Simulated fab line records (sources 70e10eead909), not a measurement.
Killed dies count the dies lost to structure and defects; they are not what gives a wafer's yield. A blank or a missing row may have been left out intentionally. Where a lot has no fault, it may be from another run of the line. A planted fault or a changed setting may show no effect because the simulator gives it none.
fab line records	flow nandHarc
record lots=7	wafers=19	lastDay=33
route steps=1302 shown A_CHANNEL_HOLE_D1@454 END@1302
lots that met no fault: from a run of the same line without faults
startH: hours from the record's opening day to when the first of the lot's shown wafers began	waitH: how many hours have passed since the lot's step before this one	" same as the row above	L1.1+2: several wafers, shown together as one row	- either no value or no given start	* or withheld: withheld	< > ~ a bound
route shown NAME@n: a module of which the file shows steps, and the number in the route of the first	usual: mean/standard deviation taken from wafers without a fault	same: alike in all rows	chamber/n: place in a boat	sites: each site's reading	_std_site: the standard deviation of these	_edge_site: inner sites' mean taken away from outer sites' mean	radiusMm: how far each site lies from the wafer's centre	mask NAME#n: copy n	behind: the last tool/chamber to shape the wafer	hold: what put the lot on hold/how long, in hours/how the hold closed	device: transistor that didn't switch, given as n, p or np	end of line: the same wafers' tests at the end of the route	a step without rows: its recipe alone	killed: dies lost to structure and defects at the first sort, not the wafer's yield	map: a wafer's dies, x killed, . not, _ none there
set.NAME: the setting the step ran with; set.NAME@STEP: the setting that earlier step ran with	model.NAME: the simulator's own value behind a step, which no gauge read
lots seen at some steps along the route; tables by step, rows by wafer
services: when a tool's chamber went out of use (startH, in hours from the record's first day, below 0 if earlier), for how many hours, and the reason
## steps
# step NHARC_A_CHANNEL_HOLE_D1_COAT_36
# recipe tempC=260	timeS=75
# step NHARC_A_CHANNEL_HOLE_D1_COAT_37
# recipe tempC=225	timeS=65
# step NHARC_A_CHANNEL_HOLE_D1_COAT_04
# recipe spinRpm=1500	resistThkNm=90
# step NHARC_A_CHANNEL_HOLE_D1_SOFTBAKE_05
# recipe tempC=105	timeS=55
# step NHARC_A_CHANNEL_HOLE_D1_EBR_06
# step NHARC_A_CHANNEL_HOLE_D1_EXPOSE_07
# recipe na=1.35	targetCdNm=100	sigmaOuter=0.3	doseMj=59.65	maskId=HOLE_D1
# step NHARC_A_CHANNEL_HOLE_D1_PEB_08
# recipe pebTempC=100	pebTimeS=65
# step NHARC_A_CHANNEL_HOLE_D1_DEVELOP_09
# recipe developTimeS=35	devTempC=23
# step NHARC_A_CHANNEL_HOLE_D1_CD_MEAS_10
# recipe targetCdNm=100	landingEnergyEv=500
# usual cdNm=100.0/0.58
lot.wafer	tool	chamber	startH	waitH	cdNm
L157.1	cdSem-01	0	252.52	-	100.5
L157.2	"	0	"	"	100.8
L157.3	"	0	"	"	99.4
L160.4	cdSem-01	0	284.59	-	100.2
L160.6	"	0	"	"	100.0
L161.1	cdSem-02	0	285.02	-	99.7
L161.2	"	0	"	"	100.0
L167.1	cdSem-02	0	348.73	-	99.9
L167.3	"	0	"	"	99.7
L167.5	"	0	"	"	99.8
L166.2	cdSem-01	0	348.89	-	100.4
L166.3	"	0	"	"	99.8
L166.4	"	0	"	"	99.9
L168.1	cdSem-02	0	366.84	-	100.3
L168.4	"	0	"	"	99.6
L168.6	"	0	"	"	100.2
L173.1	cdSem-03	0	415.41	-	99.4
L173.2	"	0	"	"	99.1
L173.4	"	0	"	"	99.1
# step NHARC_A_CHANNEL_HOLE_D1_OVL_MEAS_11
# usual overlayXNm=0.1/0.9	overlayYNm=-0.2/0.69
lot.wafer	tool	chamber	startH	waitH	overlayXNm	overlayYNm
L157.1	overlay-02	-	252.61	-	1.1	0.1
L157.2	"	-	"	"	0.5	0.3
L157.3	"	-	"	"	0.8	0.1
L160.4	overlay-02	-	284.67	-	0.7	-1.0
L160.6	"	-	"	"	0.7	-0.8
L161.1	overlay-02	-	285.11	-	0.2	-0.3
L161.2	"	-	"	"	0.7	-0.9
L167.1	overlay-02	-	348.82	-	-1.2	-1.1
L167.3	"	-	"	"	-0.6	0.0
L167.5	"	-	"	"	-1.1	-1.2
L166.2	overlay-01	-	348.97	-	0.4	0.0
L166.3	"	-	"	"	-0.1	-0.2
L166.4	"	-	"	"	0.4	-0.4
L168.1	overlay-01	-	366.93	-	-1.1	-0.5
L168.4	"	-	"	"	-1.1	-0.9
L168.6	"	-	"	"	-1.5	-0.8
L173.1	overlay-01	-	415.50	-	0.1	-0.8
L173.2	"	-	"	"	0.0	-0.7
L173.4	"	-	"	"	-0.2	-1.0
# step NHARC_A_CHANNEL_HOLE_D1_INSPECT_12
# usual rawDefectCount=6/3.1
lot.wafer	tool	chamber	startH	waitH	rawDefectCount
L157.1	defectInspect-01	-	252.65	0.0	1
L157.2	"	-	"	"	7
L157.3	"	-	"	"	4
L160.4	defectInspect-01	-	284.71	0.0	3
L160.6	"	-	"	"	10
L161.1	defectInspect-02	-	285.15	0.0	4
L161.2	"	-	"	"	6
L167.1	defectInspect-02	-	348.85	0.0	4
L167.3	"	-	"	"	4
L167.5	"	-	"	"	7
L166.2	defectInspect-01	-	349.01	0.0	10
L166.3	"	-	"	"	2
L166.4	"	-	"	"	5
L168.1	defectInspect-02	-	366.97	0.0	9
L168.4	"	-	"	"	8
L168.6	"	-	"	"	4
L173.1	defectInspect-01	-	415.54	0.0	2
L173.2	"	-	"	"	2
L173.4	"	-	"	"	5
# step NHARC_A_CHANNEL_HOLE_D1_DESCUM_15
# recipe timeS=3	o2FlowSccm=200	arFlowSccm=0	biasPowerW=0	chemistry=O2
# usual drypumpMotorCurrentA=5.6/0.45	oesProductAu=0.995/0.012	rfVppV=57.8/0.85	showerheadPlenumPTorr=1.90/0.068	throttleValvePct=11.311/0.0087
lot.wafer	tool	chamber	startH	waitH	drypumpMotorCurrentA	oesProductAu	rfHoursCounterH	rfVppV	showerheadPlenumPTorr	throttleValvePct
L157.1	rieDiel-09	2	252.72	0.1	5.5	0.993	32	58.2	1.98	11.302
L157.2	"	3	"	"	6.6	0.990	31	59.3	1.93	11.315
L157.3	"	0	"	"	5.7	0.979	29	57.4	1.90	11.309
L160.4	rieDiel-09	2	284.79	0.1	5.5	1.001	47	56.3	1.97	11.317
L160.6	"	1	"	"	5.7	0.991	-	56.9	1.91	11.319
L161.1	rieDiel-09	2	285.26	0.1	5.5	0.995	47	58.7	1.97	11.314
L161.2	"	3	"	"	6.6	0.993	45	57.4	1.93	11.295
L167.3	rieDiel-03	2	348.92	0.1	4.8	1.005	18	57.9	1.87	11.312
L167.1	"	1	"	"	6.1	1.002	19	57.9	1.89	11.316
L167.5	"	2	"	"	4.8	1.010	-	57.7	1.88	11.301
L166.4	rieDiel-03	1	349.08	0.1	6.1	1.018	19	57.6	1.89	11.313
L166.3	"	2	"	"	4.8	1.008	18	56.9	1.88	11.311
L166.2	"	3	"	"	5.6	1.014	18	58.2	2.07	11.316
L168.1	rieDiel-03	1	367.04	0.1	6.1	1.015	26	57.5	1.89	11.314
L168.4	"	2	"	"	4.8	1.006	24	56.1	1.87	11.315
L168.6	"	0	"	"	5.3	1.031	-	56.3	1.87	11.304
L173.4	rieDiel-09	1	415.62	0.1	5.7	0.992	30	58.1	1.89	11.309
L173.2	"	3	"	"	6.6	0.998	34	57.2	1.91	11.312
L173.1	"	0	"	"	5.7	0.983	29	58.2	1.88	11.323
# step NHARC_A_CHANNEL_HOLE_D1_ETCH_38
# recipe targetDepthA=390	overEtchFrac=0.3	timeS=65	ionEnergyEv=80	cf4FlowSccm=150	arFlowSccm=0	rfW=300	biasW=100	chemistry=CF4
# usual drypumpMotorCurrentA=5.6/0.47	oesProductAu=0.996/0.011	rfVppV=151.1/1.2	runLengthS=86.4/0.5	showerheadPlenumPTorr=1.76/0.059	throttleValvePct=13.284/0.008
lot.wafer	tool	chamber	startH	waitH	drypumpMotorCurrentA	oesProductAu	rfHoursCounterH	rfVppV	runLengthS	showerheadPlenumPTorr	throttleValvePct
L157.3	rieDiel-09	0	252.80	0.1	5.7	0.971	29	149.5	86.9	1.75	13.302
L157.2	"	2	"	"	5.4	0.990	32	152.8	86.1	1.82	13.284
L157.1	"	3	"	"	6.6	1.001	31	152.8	72.3	1.79	13.297
L160.4	rieDiel-09	0	284.85	0.1	5.8	1.000	39	151.2	86.5	1.75	13.296
L160.6	"	1	"	"	5.7	0.978	-	153.6	72.1	1.76	13.290
L161.2	rieDiel-09	0	285.64	0.4	5.8	0.985	39	150.0	86.3	1.75	13.276
L161.1	"	3	"	"	6.6	0.999	46	152.5	72.1	1.78	13.291
L167.1	rieDiel-03	0	349.03	0.1	5.2	1.023	7	150.3	87.1	1.73	13.278
L167.3	"	2	"	"	4.8	1.008	18	152.4	86.5	1.74	13.291
L167.5	"	3	"	"	5.6	1.018	-	151.8	86.2	1.90	13.273
L166.4	rieDiel-03	2	349.27	0.2	4.8	1.009	18	151.8	86.8	1.74	13.294
L166.2	"	3	"	"	5.6	1.007	19	153.6	86.2	1.90	13.289
L166.3	"	0	"	"	5.3	1.020	7	150.2	87.2	1.73	13.290
L168.4	rieDiel-03	0	367.12	0.1	5.3	1.017	14	149.4	86.7	1.73	13.293
L168.1	"	2	"	"	4.8	1.003	24	150.5	86.9	1.73	13.281
L168.6	"	3	"	"	5.7	0.991	-	152.3	86.4	1.90	13.286
L173.2	rieDiel-09	0	415.94	0.3	5.8	0.975	30	151.2	86.4	1.74	13.287
L173.4	"	1	"	"	5.7	0.988	30	150.8	87.4	1.75	13.270
L173.1	"	3	"	"	6.6	0.998	34	151.9	87.1	1.77	13.281
# step NHARC_A_CHANNEL_HOLE_D1_ETCH_39
# recipe targetDepthA=2600	overEtchFrac=0.3	timeS=325	ionEnergyEv=200	n2FlowSccm=150	h2FlowSccm=150	arFlowSccm=0	rfW=400	biasW=150	chemistry=N2/H2
# usual drypumpMotorCurrentA=5.6/0.48	oesProductAu=0.994/0.011	rfVppV=430.3/2.3	runLengthS=346.4/0.52	showerheadPlenumPTorr=2.03/0.074	throttleValvePct=14.172/0.0088
lot.wafer	tool	chamber	startH	waitH	drypumpMotorCurrentA	oesProductAu	rfHoursCounterH	rfVppV	runLengthS	showerheadPlenumPTorr	throttleValvePct
L157.2	rieDiel-09	3	-	-	6.6	0.991	31	431.8	346.8	2.06	14.164
L157.1	"	0	"	"	5.8	0.982	29	430.0	346.3	2.02	14.169
L157.3	"	1	"	"	5.7	0.973	28	431.0	346.7	2.04	14.168
L160.4	rieDiel-09	3	-	-	6.6	0.988	45	430.8	347.5	2.06	14.168
L160.6	"	0	"	"	5.8	0.981	-	428.6	346.4	2.02	14.178
L161.1	rieDiel-09	1	-	-	5.7	0.989	40	430.9	347.3	2.04	14.199
L161.2	"	2	"	"	5.5	0.989	48	432.7	346.3	2.11	14.176
L167.1	rieDiel-03	1	-	-	6.1	1.008	19	431.3	347.3	2.02	14.155
L167.3	"	3	"	"	5.7	1.011	18	435.7	346.3	2.21	14.179
L167.5	"	2	"	"	4.8	0.998	-	429.3	346.2	2.00	14.172
L166.2	rieDiel-03	2	-	-	4.8	1.002	18	430.3	346.4	2.00	14.182
L166.3	"	3	"	"	5.6	1.022	19	434.4	346.2	2.21	14.181
L166.4	"	0	"	"	5.3	1.026	7	428.7	347.0	1.99	14.172
L168.4	rieDiel-03	1	-	-	6.1	1.013	26	429.2	346.9	2.01	14.165
L168.1	"	3	"	"	5.7	1.005	24	436.0	346.2	2.21	14.164
L168.6	"	1	"	"	6.2	1.012	-	428.9	347.2	2.01	14.169
L173.4	rieDiel-09	2	-	-	5.5	0.995	35	431.2	346.1	2.09	14.154
L173.1	"	3	"	"	6.6	1.002	34	430.8	346.9	2.04	14.187
L173.2	"	0	"	"	5.8	0.983	30	430.1	346.8	2.00	14.182
# step NHARC_END_SORT_01
# recipe tempC=25
# usual killedAtArray=49/18	killedAtOther=0.7/1.1	killedAtPeriphery=4.0/2.6	killedDies=54/19	killedOpen=3.4/1.7	killedShort=2.5/1.7
# same grossDies=677
lot.wafer	tool	chamber	startH	waitH	killedAtArray	killedAtOther	killedAtPeriphery	killedDies	killedOpen	killedShort
L161.1	prober-01	0	658.65	2.5	65	0	1	66	2	3
L161.2	prober-01	0	659.46	2.8	74	0	3	77	4	6
L160.6	prober-02	0	662.59	3.9	26	2	5	33	2	2
# killed by level:class
L161.1 A_SLIT:chamberFilmFlake=28 A_CHANNEL_HOLE_D1:chamberFilmFlake=10 A_CHANNEL_HOLE_D2:chamberFilmFlake=7 A_STAIRCASE:chamberFilmFlake=5 A_M0:chamberFilmFlake=3 A_ZERO_WELL:chamberFilmFlake=2 A_CHANNEL_FILL_D1:chamberFilmFlake=2 A_CHANNEL_FILL_D2:chamberFilmFlake=2
L161.2 A_CHANNEL_HOLE_D1:chamberFilmFlake=25 A_SLIT:chamberFilmFlake=21 A_CHANNEL_HOLE_D2:chamberFilmFlake=9 A_CHANNEL_FILL_D2:chamberFilmFlake=3 A_STAIRCASE:chamberFilmFlake=3 A_CONTACT:chamberFilmFlake=3 P_CONTACT:geometricParticle:open=1 P_CONTACT:geometricParticle:short=1
L160.6 A_CHANNEL_HOLE_D1:chamberFilmFlake=11 A_ZERO_WELL:chamberFilmFlake=4 A_SLIT:chamberFilmFlake=3 P_BONDPAD:chamberFilmFlake=2 A_CONTACT:chamberFilmFlake=2 THIN_TSV:chamberFilmFlake=2 A_CHANNEL_HOLE_D1:areaEtch=2 P_CONTACT:geometricParticle:open=1
## services
tool	chamber	startH	hours	kind
rieDiel-09	-	239.67	0.2	repair
rieDiel-09	0	251.57	-	clean
rieDiel-09	1	251.57	-	clean
rieDiel-09	2	251.57	-	clean
rieDiel-09	3	251.57	-	clean
rieDiel-09	0	276.99	-	clean
rieDiel-09	1	276.99	-	clean
rieDiel-09	2	276.99	-	clean
rieDiel-09	3	276.99	-	clean
rieDiel-03	-	281.56	9.0	pm
rieDiel-03	0	294.78	38.2	repair
rieDiel-03	3	303.46	1.5	repair
rieDiel-09	0	303.47	-	clean
rieDiel-09	1	303.47	-	clean
rieDiel-09	2	303.47	-	clean
rieDiel-09	3	303.47	-	clean
rieDiel-09	0	317.77	5.8	repair
rieDiel-09	-	322.47	9.0	pm
rieDiel-09	1	322.47	9.0	ventCycle
rieDiel-09	2	322.47	9.0	ventCycle
rieDiel-09	3	322.47	9.0	ventCycle
rieDiel-09	0	331.47	-	clean
rieDiel-09	1	331.47	-	clean
rieDiel-09	1	331.47	-	consumableReplace:focusRing
## key
firstSign step=NHARC_A_CHANNEL_HOLE_D1_ETCH_38	reading=runLengthS	direction=down	sigmas=29	usual=*	struck=*
effect none on later readings
metAt NHARC_A_CHANNEL_HOLE_D1_ETCH_38
struckWafers L157.1,L160.6,L161.1
testerLeftOut L157,L160,L161
fault kind=processParameterDrift	tool=rieDiel-09	chamber=-	onsetH=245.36	steps=NHARC_A_CHANNEL_HOLE_D1_ETCH_38	channel=timeS	offset=*	shape=step	endH=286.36	scope=struckWafersOnly	actsIn=*	stated=*
# testerLeftOut: of these lots the tester's yield and bins aren't shown, on N5 and GAA mostly nor the transistor test; their killed dies are dies lost to structure and defects alone, not to doping, threshold or leakage, so they don't give the yield
